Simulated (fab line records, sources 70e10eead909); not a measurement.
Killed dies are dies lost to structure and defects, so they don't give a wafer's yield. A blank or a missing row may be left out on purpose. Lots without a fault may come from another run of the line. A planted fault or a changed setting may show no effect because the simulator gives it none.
fab line records | flow nand_harc
record lots=6 wafers=18 last_day=33
route steps=1302 shown P_M1@315 P_M2@318 END@1302
lots that met no fault: from a run of the same line without faults
start_h: hours from the record's first day to the start of the lot's first wafer shown | wait_h: hours since the lot's step before | " the same as in the row above | L1.1+2: a row that stands for several wafers | - no value, or no start given | * or withheld: withheld | < > ~ a bound
route shown NAME@n: a module of which the file shows steps, and the number in the route of the first | usual: mean/standard deviation of fault-free wafers | same: alike in all rows | chamber/n: place in a boat | sites: the reading at each site | _std_site: their standard deviation | _edge_site: outer sites' mean less inner sites' | radius_mm: how far each site lies from the wafer's centre | mask NAME#n: copy n | behind: the tool/chamber that last shaped the wafer | hold: why the lot was held/for how many hours/how that ended | device: the transistor (n, p or np) that didn't switch | end of line: the same wafers' tests at the end of the route | a step without rows: its recipe alone | killed: dies lost to structure and defects at the first sort, not the wafer's yield | map: a wafer's dies, x killed, . not, _ none there
set.NAME: the setting as run; set.NAME@STEP: as run at that earlier step | model.NAME: the simulator's own value behind a step, which no gauge read
lots at some steps of the route; a table a step, a row a wafer
services: from which hour (start_h, from the record's first day; less than 0 if before it) a tool's chamber was out of use, for how many hours, and why
## steps
# step NHARC_P_M1_INSPECT_27
# usual raw_defect_count=336/160
# columns lot.wafer tool chamber start_h wait_h raw_defect_count
L633.4 defect_inspect-01 - 148.41 0.0 298
L633.5 " - " " 423
L633.6 " - " " 243
L637.3 defect_inspect-01 - 187.21 0.0 154
L637.4 " - " " 122
L637.6 " - " " 149
L646.2 defect_inspect-01 - 282.84 0.0 282
L646.5 " - " " 318
L646.6 " - " " 251
L647.1 defect_inspect-01 - 302.98 0.0 500
L647.2 " - " " 500
L647.3 " - " " 466
L650.2 defect_inspect-02 - 336.16 0.0 454
L650.3 " - " " 473
L650.4 " - " " 373
L654.3 defect_inspect-01 - 356.72 0.0 335
L654.4 " - " " 224
L654.5 " - " " 194
# step NHARC_P_M1_PRE_CLEAN_32
# recipe time_s=12 temp_c=370 rf_power_w=300 gas=NH3
# usual heater_power_w=616/73
# columns lot.wafer tool chamber start_h wait_h heater_power_w
L633.5 pecvd-03 0 148.51 0.1 442
L633.4 " 1 " " 683
L633.6 " 2 " " 649
L637.3 pecvd-04 0 187.32 0.1 685
L637.4 " 1 " " 586
L637.6 " 0 " " 666
L646.2 pecvd-04 2 282.90 0.1 625
L646.5 " 2 " " 641
L646.6 " 1 " " 522
L647.2 pecvd-03 0 303.04 0.1 528
L647.3 " 1 " " 687
L647.1 " 2 " " 632
L650.3 pecvd-03 0 336.23 0.1 545
L650.2 " 2 " " 586
L650.4 " 0 " " 546
L654.3 pecvd-02 2 356.80 0.1 647
L654.5 " 1 " " 542
L654.4 " 2 " " 628
# step NHARC_P_M1_DEP_33
# recipe target_thk_a=300 temp_c=370 target_thk_nm=30 pressure_torr=3 flow_sccm=200 rf_w=450 material=SiCN
# usual heater_power_w=564/88
# columns lot.wafer tool chamber start_h wait_h heater_power_w
L633.5 pecvd-03 0 148.68 0.2 507
L633.4 " 1 " " 653
L633.6 " 2 " " 604
L637.3 pecvd-04 0 187.52 0.2 642
L637.4 " 1 " " 481
L637.6 " 0 " " 638
L646.2 pecvd-04 2 282.98 0.1 567
L646.5 " 2 " " 572
L646.6 " 1 " " 470
L647.2 pecvd-03 0 303.12 0.1 466
L647.3 " 1 " " 641
L647.1 " 2 " " 577
L650.3 pecvd-03 0 336.31 0.1 458
L650.2 " 2 " " 547
L650.4 " 0 " " 462
L654.3 pecvd-02 2 356.91 0.1 525
L654.5 " 1 " " 427
L654.4 " 2 " " 544
# step NHARC_P_M2_DEP_00
# recipe target_thk_a=1825 target_thk_nm=182.5 temp_c=withheld pressure_torr=5 flow_sccm=200 rf_w=600 material=SiOC
# step NHARC_P_M2_DEHYDRATE_01
# recipe temp_c=150 time_s=120
# step NHARC_P_M2_HMDS_02
# recipe time_s=30
# step NHARC_P_M2_COAT_34
# recipe temp_c=200 time_s=65
# step NHARC_P_M2_COAT_03
# recipe spin_rpm=1500 resist_thk_nm=90
# step NHARC_P_M2_SOFTBAKE_04
# recipe temp_c=105 time_s=55
# step NHARC_P_M2_EBR_05
# step NHARC_P_M2_EXPOSE_06
# recipe na=1.35 target_cd_nm=170 dose_mj=80.78 mask_id=P_M2
# step NHARC_P_M2_PEB_07
# recipe peb_temp_c=100 peb_time_s=65
# usual exhaust_pa=45.1/0.94
# columns lot.wafer tool chamber start_h wait_h exhaust_pa
L633.4 litho_track-04 0 149.60 0.0 45.7
L633.5 " 0 " " 45.3
L633.6 " 0 " " 44.5
L637.3 litho_track-06 0 188.69 0.0 45.6
L637.4 " 0 " " 46.9
L637.6 " 0 " " 45.8
L646.2 litho_track-06 0 284.15 0.1 45.8
L646.5 " 0 " " 46.4
L646.6 " 0 " " 46.4
L647.1 litho_track-06 0 304.29 0.1 44.5
L647.2 " 0 " " 43.8
L647.3 " 0 " " 43.3
L650.2 litho_track-04 0 337.48 0.1 45.2
L650.3 " 0 " " 44.4
L650.4 " 0 " " 44.0
L654.3 litho_track-01 0 357.90 0.0 46.1
L654.4 " 0 " " 46.0
L654.5 " 0 " " 46.0
# step NHARC_P_M2_DEVELOP_08
# recipe develop_time_s=35 dev_temp_c=23
# step NHARC_P_M2_CD_MEAS_09
# recipe target_cd_nm=170 landing_energy_ev=500
# usual cd_nm=169.9/0.48
# columns lot.wafer tool chamber start_h wait_h cd_nm
L633.4 cd_sem-03 0 149.68 - 170.3
L633.5 " 0 " " 169.6
L633.6 " 0 " " 170.3
L637.3 cd_sem-01 0 188.77 - 169.9
L637.4 " 0 " " 170.4
L637.6 " 0 " " 170.1
L646.2 cd_sem-01 0 284.23 - 170.1
L646.5 " 0 " " 175.1
L646.6 " 0 " " 170.6
L647.1 cd_sem-02 0 304.37 - 170.0
L647.2 " 0 " " 170.0
L647.3 " 0 " " 175.5
L650.2 cd_sem-03 0 337.56 - 170.4
L650.3 " 0 " " 170.5
L650.4 " 0 " " 170.0
L654.3 cd_sem-01 0 357.98 - 169.4
L654.4 " 0 " " 169.7
L654.5 " 0 " " 169.0
# step NHARC_P_M2_OVL_MEAS_10
# recipe pitch_nm=340
# usual overlay_x_nm=0.1/0.92 overlay_y_nm=0.1/0.6
# columns lot.wafer tool chamber start_h wait_h overlay_x_nm overlay_y_nm
L633.4 overlay-02 - 149.77 - 0.2 0.2
L633.5 " - " " 0.3 0.4
L633.6 " - " " 0.8 0.0
L637.3 overlay-02 - 188.85 - 0.0 -0.9
L637.4 " - " " -0.5 -0.8
L637.6 " - " " 0.0 -0.2
L646.2 overlay-01 - 284.32 - 0.3 0.2
L646.5 " - " " 0.4 0.6
L646.6 " - " " 0.2 0.2
L647.1 overlay-02 - 304.46 - -0.8 1.1
L647.2 " - " " -1.5 1.2
L647.3 " - " " -1.4 0.9
L650.2 overlay-01 - 337.65 - 1.8 1.0
L650.3 " - " " 1.4 0.2
L650.4 " - " " 1.0 0.1
L654.3 overlay-02 - 358.07 - 1.1 -0.4
L654.4 " - " " 0.5 0.0
L654.5 " - " " 1.4 -0.2
# step NHARC_P_M2_INSPECT_11
# usual raw_defect_count=4.5/2.5
# columns lot.wafer tool chamber start_h wait_h raw_defect_count
L633.4 defect_inspect-01 - 149.80 0.0 4
L633.5 " - " " 5
L633.6 " - " " 5
L637.3 defect_inspect-01 - 188.89 0.0 5
L637.4 " - " " 1
L637.6 " - " " 5
L646.2 defect_inspect-02 - 284.35 0.0 4
L646.5 " - " " 7
L646.6 " - " " 3
L647.1 defect_inspect-02 - 304.49 0.0 10
L647.2 " - " " 1
L647.3 " - " " 6
L650.2 defect_inspect-01 - 337.69 0.0 8
L650.3 " - " " 4
L650.4 " - " " 10
L654.3 defect_inspect-02 - 358.10 0.0 2
L654.4 " - " " 3
L654.5 " - " " 4
# step NHARC_P_M2_DESCUM_14
# recipe time_s=3 o2_flow_sccm=200 ar_flow_sccm=0 bias_power_w=0 chemistry=O2
# usual drypump_motor_current_A=5.7/0.51 oes_product_au=0.999/0.0067 rf_vpp_V=57.8/0.87 showerhead_plenum_p_Torr=1.93/0.096 throttle_valve_pct=11.312/0.0099
# columns lot.wafer tool chamber start_h wait_h drypump_motor_current_A oes_product_au rf_hours_counter_h rf_vpp_V showerhead_plenum_p_Torr throttle_valve_pct model.P_M2.cd_nm
L633.4 rie_diel-08 2 149.87 0.1 6.1 0.996 5.8 57.8 2.05 11.311 170.3
L633.6 " 1 " " 6.1 0.997 - 56.6 1.96 11.346 169.9
L633.5 " 2 " " 6.1 0.996 - 58.2 2.05 11.295 169.9
L637.4 rie_diel-08 1 188.96 0.1 6.1 0.995 5.9 58.0 1.96 11.309 170
L637.3 " 2 " " 6.1 0.992 6.8 58.2 2.05 11.317 170.3
L637.6 " 0 " " 4.6 0.998 - 57.9 1.80 11.319 170.5
L646.2 rie_diel-07 0 284.43 0.1 6.3 1.001 8.9 57.6 1.90 11.312 170.1
L646.5 " 2 " " 5.4 1.012 - 58.3 1.85 11.319 175.2
L646.6 " 0 " " 6.3 1.010 - 56.7 1.90 11.317 170.4
L647.2 rie_diel-03 3 304.55 0.1 5.2 1.011 0.6 57.7 1.86 11.314 169.7
L647.3 " 1 " " 5.6 1.000 0.8 57.7 1.78 11.306 175.6
L647.1 " 2 " " 6.6 1.012 0.5 58.9 2.06 11.309 170.5
L650.4 rie_diel-07 1 337.75 0.1 5.6 1.008 1.1 57.9 1.84 11.301 169.9
L650.2 " 2 " " 5.4 0.996 1.4 57.8 1.85 11.297 170
L650.3 " 3 " " 6.0 1.012 1.8 57.9 1.96 11.307 170.8
L654.4 rie_diel-03 0 358.16 0.1 5.5 0.988 4.3 56.6 1.85 11.309 169.7
L654.3 " 1 " " 5.6 0.998 3.6 57.8 1.78 11.336 169.4
L654.5 " 1 " " 5.6 0.997 - 58.1 1.78 11.319 169.1
# step NHARC_P_M2_ETCH_35
# recipe target_depth_a=400 overetch_a=120 time_s=43.94 ion_energy_ev=200 n2_flow_sccm=150 h2_flow_sccm=150 ar_flow_sccm=0 rf_w=400 bias_w=150 chemistry=N2/H2
# usual drypump_motor_current_A=5.7/0.54 oes_product_au=1.001/0.0083 rf_vpp_V=431/3 showerhead_plenum_p_Torr=2.05/0.1 throttle_valve_pct=14.170/0.0098
# columns lot.wafer tool chamber start_h wait_h drypump_motor_current_A oes_product_au rf_hours_counter_h rf_vpp_V showerhead_plenum_p_Torr throttle_valve_pct
L633.4 rie_diel-08 2 149.96 0.1 6.2 0.995 5.8 435 2.19 14.164
L633.6 " 0 " " 4.6 1.007 - 427 1.91 14.179
L633.5 " 1 " " 6.2 1.003 - 431 2.09 14.161
L637.4 rie_diel-08 0 189.03 0.1 4.6 1.008 6.0 427 1.91 14.162
L637.3 " 2 " " 6.1 0.990 6.8 434 2.19 14.180
L637.6 " 0 " " 4.6 1.008 - 428 1.91 14.154
L646.2 rie_diel-07 0 284.55 0.1 6.3 0.987 8.9 430 2.02 14.168
L646.5 " 0 " " 6.3 1.001 - 430 2.02 14.165
L646.6 " 2 " " 5.4 1.012 - 428 1.97 14.180
L647.1 rie_diel-03 2 304.64 0.1 6.6 1.006 0.5 436 2.20 14.170
L647.3 " 3 " " 5.3 0.998 0.6 428 1.98 14.178
L647.2 " 0 " " 5.5 0.995 0.9 429 1.97 14.171
L650.2 rie_diel-07 3 337.83 0.1 6.0 1.010 1.8 433 2.09 14.149
L650.4 " 0 " " 6.3 1.003 1.8 430 2.02 14.171
L650.3 " 2 " " 5.4 1.016 1.4 427 1.97 14.177
L654.4 rie_diel-03 3 358.25 0.1 5.2 1.012 3.8 430 1.98 14.180
L654.3 " 0 " " 5.5 0.999 4.3 428 1.97 14.170
L654.5 " 3 " " 5.2 1.011 - 430 1.98 14.162
# step NHARC_P_M2_ETCH_15
# recipe target_depth_a=1825 time_s=91.2 c4f8_flow_sccm=withheld ar_flow_sccm=400 rf_w=600 bias_w=300 chemistry=C4F8/Ar
# usual oes_product_au=0.951/0.022 rf_vpp_V=441/3.1
# columns lot.wafer tool chamber start_h wait_h oes_product_au rf_hours_counter_h rf_vpp_V
L633.4 rie_diel-08 0 - - 0.964 5.0 437
L633.6 " 1 " " 0.952 - 442
L633.5 " 2 " " 0.938 - 445
L637.3 rie_diel-08 3 - - 0.930 7.0 445
L637.4 " 0 " " 0.934 6.0 436
L637.6 " 2 " " 0.933 - 443
L646.2 rie_diel-07 2 284.69 0.1 0.919 7.7 438
L646.6 " 0 " " 0.925 - 440
L646.5 " 2 " " 0.933 - 438
L647.1 rie_diel-03 2 - - 0.990 0.5 445
L647.3 " 3 " " 0.966 0.6 439
L647.2 " 0 " " 0.957 0.9 439
L650.3 rie_diel-07 1 - - 0.928 1.2 438
L650.4 " 2 " " 0.925 1.4 438
L650.2 " 0 " " 0.922 1.8 439
L654.4 rie_diel-03 1 - - 0.966 3.6 435
L654.3 " 2 " " 0.992 2.1 446
L654.5 " 1 " " 0.963 - 438
# step NHARC_P_M2_CD_MEAS_16
# usual cd_nm=169.8/0.55
# columns lot.wafer tool chamber start_h wait_h cd_nm
L633.4 cd_sem-03 - 150.17 - 170.1
L633.5 " - " " 169.5
L633.6 " - " " 169.6
L637.3 cd_sem-02 - 189.26 - 169.9
L637.4 " - " " 169.9
L637.6 " - " " 170.2
L646.2 cd_sem-03 - 284.86 0.1 170.0
L646.5 " - " " 175.2
L646.6 " - " " 170.5
L647.1 cd_sem-02 - 304.86 - 170.3
L647.2 " - " " 169.7
L647.3 " - " " 175.1
L650.2 cd_sem-02 - 338.05 - 170.1
L650.3 " - " " 170.8
L650.4 " - " " 169.6
L654.3 cd_sem-03 - 358.47 - 169.1
L654.4 " - " " 169.6
L654.5 " - " " 168.8
# step NHARC_P_M2_STRIP_18
# recipe power_w=1000 n2_flow_sccm=150 h2_flow_sccm=150 ar_flow_sccm=0 bias_w=0 chemistry=N2/H2
# usual drypump_motor_current_A=5.8/0.51 oes_product_au=1.001/0.0067 rf_vpp_V=90.7/1 showerhead_plenum_p_Torr=2.02/0.11 throttle_valve_pct=14.171/0.01
# columns lot.wafer tool chamber start_h wait_h drypump_motor_current_A oes_product_au rf_hours_counter_h rf_vpp_V showerhead_plenum_p_Torr throttle_valve_pct
L633.4 rie_diel-08 2 150.29 0.1 6.2 1.004 5.8 92.5 2.19 14.176
L633.6 " 0 " " 4.6 1.011 - 88.2 1.91 14.169
L633.5 " 1 " " 6.2 1.008 - 90.8 2.09 14.176
L637.3 rie_diel-03 2 189.33 0.1 6.6 1.008 6.0 92.0 2.20 14.174
L637.6 " 2 " " 6.6 1.004 - 92.2 2.20 14.183
L637.4 " 1 " " 5.6 1.008 - 89.5 1.90 14.173
L646.2 rie_diel-07 0 284.93 0.1 6.3 0.999 9.0 90.1 2.02 14.164
L646.5 " 0 " " 6.3 1.012 - 90.1 2.02 14.154
L646.6 " 2 " " 5.4 1.005 - 91.9 1.97 14.177
L647.2 rie_diel-07 0 304.94 0.1 6.3 0.990 0.1 89.7 2.02 14.173
L647.1 " 2 " " 5.4 1.001 0.1 90.1 1.97 14.179
L647.3 " 3 " " 6.0 1.004 0.1 90.3 2.09 14.173
L650.2 rie_diel-07 3 338.12 0.1 6.0 1.009 1.9 89.5 2.09 14.182
L650.4 " 0 " " 6.3 1.001 1.9 90.1 2.02 14.175
L650.3 " 1 " " 5.6 0.998 1.2 90.9 1.96 14.173
L654.4 rie_diel-07 1 358.54 0.1 5.6 1.011 2.0 91.3 1.96 14.169
L654.3 " 0 " " 6.3 1.001 2.9 89.6 2.02 14.169
L654.5 " 1 " " 5.6 1.003 - 91.0 1.96 14.182
# step NHARC_P_M2_ETCH_28
# recipe target_depth_a=300 over_etch_frac=0.3 time_s=72.99 ion_energy_ev=150 cf4_flow_sccm=50 n2_flow_sccm=100 ar_flow_sccm=150 rf_w=300 bias_w=100 chemistry=CF4/N2
# usual drypump_motor_current_A=5.8/0.48 oes_product_au=1.002/0.0072 rf_vpp_V=314.1/2.3 showerhead_plenum_p_Torr=2.62/0.13 throttle_valve_pct=19.796/0.0083
# columns lot.wafer tool chamber start_h wait_h drypump_motor_current_A oes_product_au rf_hours_counter_h rf_vpp_V showerhead_plenum_p_Torr throttle_valve_pct model.P_M2.cd_nm
L633.4 rie_diel-08 1 - - 6.1 0.997 5.1 313.4 2.68 19.798 169.8
L633.6 " 2 " " 6.2 0.984 - 318.7 2.81 19.803 169
L633.5 " 3 " " 5.7 0.999 - 317.6 2.80 19.800 169.8
L637.3 rie_diel-03 2 - - 6.6 1.000 6.0 317.5 2.81 19.797 169.9
L637.6 " 0 " " 5.5 1.001 - 312.6 2.55 19.799 170.1
L637.4 " 1 " " 5.7 1.021 - 310.2 2.46 19.799 169.7
L646.2 rie_diel-07 2 285.40 0.4 5.4 1.010 7.9 313.6 2.54 19.800 169.3
L646.5 " 2 " " 5.4 1.008 - 312.2 2.54 19.784 174.6
L646.6 " 0 " " 6.3 0.997 - 314.4 2.60 19.786 170
L647.2 rie_diel-07 2 - - 5.4 1.002 0.1 312.8 2.54 19.788 170
L647.3 " 3 " " 6.0 1.014 0.1 317.0 2.68 19.799 175.1
L647.1 " 0 " " 6.3 0.988 0.1 314.1 2.60 19.791 170.3
L650.3 rie_diel-07 2 - - 5.4 1.006 1.5 313.3 2.54 19.799 170.3
L650.4 " 3 " " 6.0 1.003 1.9 314.7 2.68 19.800 169.2
L650.2 " 0 " " 6.3 1.004 1.9 314.3 2.60 19.793 169.4
L654.3 rie_diel-07 0 - - 6.3 0.999 3.0 313.0 2.60 19.788 169.1
L654.4 " 1 " " 5.5 0.999 2.0 313.1 2.53 19.794 169.3
L654.5 " 3 " " 6.0 0.991 - 315.7 2.68 19.806 168.4
# step NHARC_P_M2_STRIP_19
# recipe time_s=600 temp_c=30 chemistry=post_etch_residue_remover
# step NHARC_END_SORT_01
# recipe temp_c=25
# usual defect_limited_yield=91.5/2.4 killed_at_array=52/16 killed_at_other=0.8/1.1 killed_at_periphery=4.2/2.5 killed_dies=57/16 killed_open=3.4/2 killed_short=2.6/1.6 sort_bin_2_pct=3.0/1.1 sort_bin_3_pct=0.6/0.31 sort_bin_4_pct=4.8/1.4 sort_n_pass=620/16 sort_rim_yield_pct=90/4.8 sort_yield_pct=91.5/2.4
# same gross_dies=677 sort_bin_5_pct[%]=0 sort_bin_6_pct[%]=0 sort_bin_7_pct[%]=0 sort_bin_8_pct[%]=0 sort_rim_n_gross=106.00
# columns lot.wafer tool chamber start_h wait_h defect_limited_yield[%] killed_at_array killed_at_other killed_at_periphery killed_dies killed_open killed_short sort_bin_2_pct[%] sort_bin_3_pct[%] sort_bin_4_pct[%] sort_n_pass sort_rim_yield_pct[%] sort_yield_pct[%]
L637.3 prober-01 0 613.62 3.1 95.9 24 0 4 28 4 3 1.6 0.1 2.4 649 93 95.9
L637.4 prober-01 0 614.42 3.4 97.2 17 0 2 19 2 1 1.0 0.3 1.5 658 96 97.2
L637.6 prober-01 0 616.02 4.0 95.6 25 0 5 30 4 3 1.3 0.1 3.0 647 92 95.6
L647.1 prober-01 0 742.92 2.5 93.2 38 1 7 46 2 2 2.1 0.1 4.6 631 90 93.2
L647.2 prober-01 0 743.73 2.8 91.4 51 4 3 58 4 4 3.0 0.3 5.3 619 90 91.4
L647.3 prober-01 0 744.53 3.1 94.2 32 3 4 39 2 3 2.8 0.6 2.4 638 89 94.2
# killed by level:class
L637.3 A_CHANNEL_HOLE_D2:chamber_film_flake=8 P_ZERO_WELL:chamber_film_flake=3 A_CONTACT:chamber_film_flake=3 A_ONON_D1:geometric_particle:open=2 A_CHANNEL_HOLE_D1:chamber_film_flake=2 A_STAIRCASE:chamber_film_flake=2 P_CONTACT:geometric_particle:open=1 A_SOURCE_PLATE:geometric_particle:short=1
L637.4 A_CHANNEL_HOLE_D2:chamber_film_flake=7 A_M1:chamber_film_flake=3 A_DECK1_JOINT:chamber_film_flake=2 A_STAIRCASE:chamber_film_flake=2 P_CONTACT:geometric_particle:open=1 A_WL_FILL:geometric_particle:short=1 A_M1:geometric_particle:open=1 P_M0:chamber_film_flake=1
L637.6 A_CHANNEL_HOLE_D2:chamber_film_flake=8 A_CHANNEL_FILL_D2:chamber_film_flake=3 A_CHANNEL_FILL_D1:geometric_particle:open=2 A_WL_FILL:geometric_particle:short=2 P_ZERO_WELL:chamber_film_flake=2 A_CHANNEL_HOLE_D1:chamber_film_flake=2 A_STAIRCASE:chamber_film_flake=2 A_SLIT:chamber_film_flake=2
L647.1 A_CHANNEL_HOLE_D2:chamber_film_flake=15 A_CHANNEL_HOLE_D1:chamber_film_flake=7 A_SLIT:chamber_film_flake=4 A_CONTACT:chamber_film_flake=3 P_STI:chamber_film_flake=2 P_GATE:chamber_film_flake=2 P_M2:chamber_film_flake=2 A_CHANNEL_FILL_D1:chamber_film_flake=2
L647.2 A_CHANNEL_HOLE_D2:chamber_film_flake=21 A_CHANNEL_HOLE_D1:chamber_film_flake=8 A_SLIT:chamber_film_flake=7 THIN_TSV:chamber_film_flake=4 A_SGD_CUT:chamber_film_flake=3 A_CONTACT:chamber_film_flake=3 P_M0:geometric_particle:open=2 A_WL_FILL:geometric_particle:short=2
L647.3 A_CHANNEL_HOLE_D2:chamber_film_flake=11 A_CHANNEL_HOLE_D1:chamber_film_flake=7 A_SGD_CUT:chamber_film_flake=4 A_SLIT:chamber_film_flake=3 A_CHANNEL_FILL_D1:chamber_film_flake=2 THIN_TSV:chamber_film_flake=2 P_CONTACT:geometric_particle:open=1 A_ONON_D1:geometric_particle:short=1
## services
# columns tool chamber start_h hours kind
rie_diel-03 3 126.11 81.9 repair
pecvd-02 1 128.57 1.9 repair
rie_diel-07 2 133.93 11.8 repair
rie_diel-08 2 140.68 3.1 repair
pecvd-04 2 169.62 30.8 repair
litho_track-06 - 179.00 7.0 pm
pecvd-02 - 184.44 0.5 repair
pecvd-03 - 185.00 13.0 pm
rie_diel-08 - 190.80 9.0 pm
pecvd-04 - 197.32 5.5 repair
rie_diel-07 3 199.32 8.3 repair
pecvd-04 2 239.83 11.2 repair
rie_diel-03 - 246.68 0.6 repair
rie_diel-07 2 260.33 5.0 repair
pecvd-04 - 269.18 13.0 pm
rie_diel-07 1 274.83 37.0 repair
rie_diel-08 3 280.36 15.0 repair
rie_diel-03 - 281.40 9.0 pm
rie_diel-08 1 289.88 5.3 repair
rie_diel-07 - 294.20 9.0 pm
pecvd-04 - 303.80 1.0 repair
rie_diel-03 2 316.68 10.1 repair
rie_diel-08 - 332.67 0.7 repair
litho_track-06 - 354.00 7.0 pm
## key
first_sign step=NHARC_P_M2_CD_MEAS_09 reading=cd_nm direction=up sigmas=11 usual=169.9 struck=175.3
effect step=NHARC_P_M2_CD_MEAS_16 reading=cd_nm direction=up sigmas=9.7 usual=169.8 struck=175.2
model_effect step=NHARC_P_M2_DESCUM_14 value=P_M2.cd_nm without=170.3 struck=175.4
model_effect step=NHARC_P_M2_ETCH_28 value=P_M2.cd_nm without=169.8 struck=174.9
met_at NHARC_P_M2_PEB_07
struck_wafers L646.5,L647.3
onset_between 188.69 284.15
fault kind=process_parameter_drift tool=litho_track-06 chamber=- onset_h=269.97 steps=NHARC_P_M2_PEB_07 channel=peb_time_s offset=* shape=step end_h=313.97 scope=struck_wafers_only acts_in=* stated=*
